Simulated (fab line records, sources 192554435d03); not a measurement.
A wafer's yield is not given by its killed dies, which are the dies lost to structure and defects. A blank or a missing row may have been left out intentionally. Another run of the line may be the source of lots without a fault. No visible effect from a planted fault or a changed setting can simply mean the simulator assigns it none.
Which of the tools did it? | flow n5 finfet | Sampling: 12 lots, 36 wafers, 4 of 1938 route steps

## WHAT THE GAUGES SHOWED, per wafer
N5_BEOL_M8_THK_MEAS_53: measures by xrf.
lot  | measured     | on            | M8_THK (nm)
L075 | day 9 23:18  | film metro-02 | 85.3 82.3 82.2
L077 | day 10 03:26 | film metro-02 | 79.9 80.1 81.7
L079 | day 10 12:59 | film metro-01 | 78.9 80.3 82.0
L080 | day 11 08:23 | film metro-01 | 80.2 80.1 81.9
L083 | day 11 22:53 | film metro-01 | 83.0 81.3 81.0
L086 | day 12 10:50 | film metro-01 | 80.6 81.2 81.8
L088 | day 12 18:19 | film metro-02 | 80.6 77.5 81.1
L089 | day 13 04:19 | film metro-02 | 82.3 81.0 81.5
L090 | day 14 01:22 | film metro-01 | 80.4 82.8 82.2
L093 | day 14 09:59 | film metro-01 | 78.3 79.1 81.0
L096 | day 14 21:58 | film metro-02 | 82.3 83.1 83.7
L097 | day 15 08:27 | film metro-02 | 79.2 83.8 79.8

## WHAT TOOL EACH LOT RAN ON (gives the tool, then ch and the chambers of the sampled wafers, and finally the start)
lot  | N5_BEOL_M7_ETCH_41                            | N5_BEOL_M7_SURFACE_TREAT_79  | N5_BEOL_M8_SPUTTER_48
L075 | rie diel-03 ch 0,1,3, day 9 13:13 or earlier  | pvd sputter-01, day 9 13:13  | pvd sputter-02, day 9 22:18
L077 | rie diel-02 ch 1,2,3, day 9 18:53 or earlier  | pvd sputter-01, day 9 18:53  | pvd sputter-01, day 10 02:37
L079 | rie diel-02 ch 0,1,3, day 10 02:42 or earlier | pvd sputter-01, day 10 02:42 | pvd sputter-03, day 10 11:28
L080 | rie diel-05 ch 1,2,3, day 10 20:56 or earlier | pvd sputter-01, day 10 20:56 | pvd sputter-01, day 11 07:33
L083 | rie diel-03 ch 0,1,3, day 11 15:32 or earlier | pvd sputter-01, day 11 15:32 | pvd sputter-03, day 11 21:55
L086 | rie diel-05 ch 1,2,3, day 12 02:03 or earlier | pvd sputter-02, day 12 02:03 | pvd sputter-03, day 12 09:52
L088 | rie diel-05 ch 0,3, day 12 10:15 or earlier   | pvd sputter-01, day 12 10:15 | pvd sputter-01, day 12 17:10
L089 | rie diel-05 ch 0,3, day 12 16:59 or earlier   | pvd sputter-01, day 12 16:59 | pvd sputter-01, day 13 03:30
L090 | rie diel-02 ch 0,2, day 13 15:50 or earlier   | pvd sputter-03, day 13 15:50 | pvd sputter-03, day 14 00:34
L093 | rie diel-03 ch 0,2, day 13 23:05 or earlier   | pvd sputter-01, day 13 23:05 | pvd sputter-03, day 14 08:58
L096 | rie diel-02 ch 0,1,3, day 14 12:17 or earlier | pvd sputter-02, day 14 12:17 | pvd sputter-01, day 14 21:10
L097 | rie diel-02 ch 0,2, day 14 21:50 or earlier   | pvd sputter-01, day 14 21:50 | pvd sputter-03, day 15 07:11
- N5_BEOL_M7_ETCH_41: etches SiCN in CH3F/O2, target depth 31.9 nm, time 57.8 s.
- N5_BEOL_M7_SURFACE_TREAT_79
- N5_BEOL_M8_SPUTTER_48: material Cu, target thk 10 nm, time 1.667 s.

## THE ANSWER, worked out from the rows above alone
Rule: the usual values come from the lots themselves. The widest of any qualifying gaps counts: lots, ordered by their means at a reading, are off when they make up no more than a third of the lots, leave a main group of 4 or more, and stand apart from it by 3 or more times the standard deviation of that group's means. A main group whose means are all the same, to the digits that the tables above print for the reading, isn't used. A lot without any number at a reading at which 4 lots or more have one is off too. Any other lot the step has rows for is counted as sound.
None of the lots is off at any reading shown; this tells nothing.

## WHAT HAD BEEN PUT IN BY THE SIMULATOR
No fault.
